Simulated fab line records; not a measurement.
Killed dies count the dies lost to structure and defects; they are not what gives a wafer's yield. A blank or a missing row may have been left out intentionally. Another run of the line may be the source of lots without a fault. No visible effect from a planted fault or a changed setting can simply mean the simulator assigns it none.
Chamber matching    flow nandHarc    rieDiel-12 running NHARC_A_STAIRCASE_DESCUM_186: 4 sister chambers
The step chemistry O2, time 3 s. 8 wafers are shown with their chamber, then 12 later ones without.

WAFERS, EACH WITH ITS CHAMBER
wafer   chamber  showerheadPlenumPTorr (Torr)  oesProductAu (a.u.)
L080.6  3        1.99                          1.010
L084.6  0        2.08                          1.004
L085.6  3        1.99                          1.010
L086.5  1        1.97                          0.990
L086.6  2        1.82                          1.011
L087.2  0        2.07                          1.003
L087.3  1        1.97                          0.997
L087.6  2        1.82                          1.014

WAFERS WHOSE CHAMBER IS MISSING
wafer   showerheadPlenumPTorr (Torr)  oesProductAu (a.u.)
L090.2  1.97                          0.985
L090.3  1.98                          1.005
L090.6  1.97                          0.992
L093.2  1.98                          0.998
L093.3  1.96                          0.991
L093.4  1.82                          1.018
L094.4  1.98                          1.011
L094.5  2.06                          1.006
L094.6  1.98                          1.011
L097.1  1.97                          1.017
L097.3  1.81                          1.017
L097.5  1.81                          1.020

WHICH CHAMBER EACH ONE RAN IN
wafer   from the rows above      in truth
L090.2  1                        1
L090.3  can't be placed: 3 or 1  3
L090.6  1                        1
L093.2  can't be placed: 1 or 3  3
L093.3  1                        1
L093.4  2                        2
L094.4  3                        3
L094.5  0                        0
L094.6  3                        3
L097.1  3                        3
L097.3  2                        2
L097.5  2                        2
10 of 12 placed correctly. Unplaceable from these rows: 2, with the true chamber sitting among the candidates in 2. Placed wrongly: 0.
How it was worked out, from the rows above alone: a wafer's distance from a chamber is the root of the sum, over the readings, of the square of ((its reading less the chamber's mean) divided by the reading's scatter). If the next closest chamber is less than 2 further off than the closest, the wafer can't be placed; otherwise it belongs to the closest. Each chamber's mean is taken over the wafers shown for it. The scatter: the root of (the sum of the squares of (reading less its chamber's mean) over the shown wafers, divided by (wafers less chambers)).
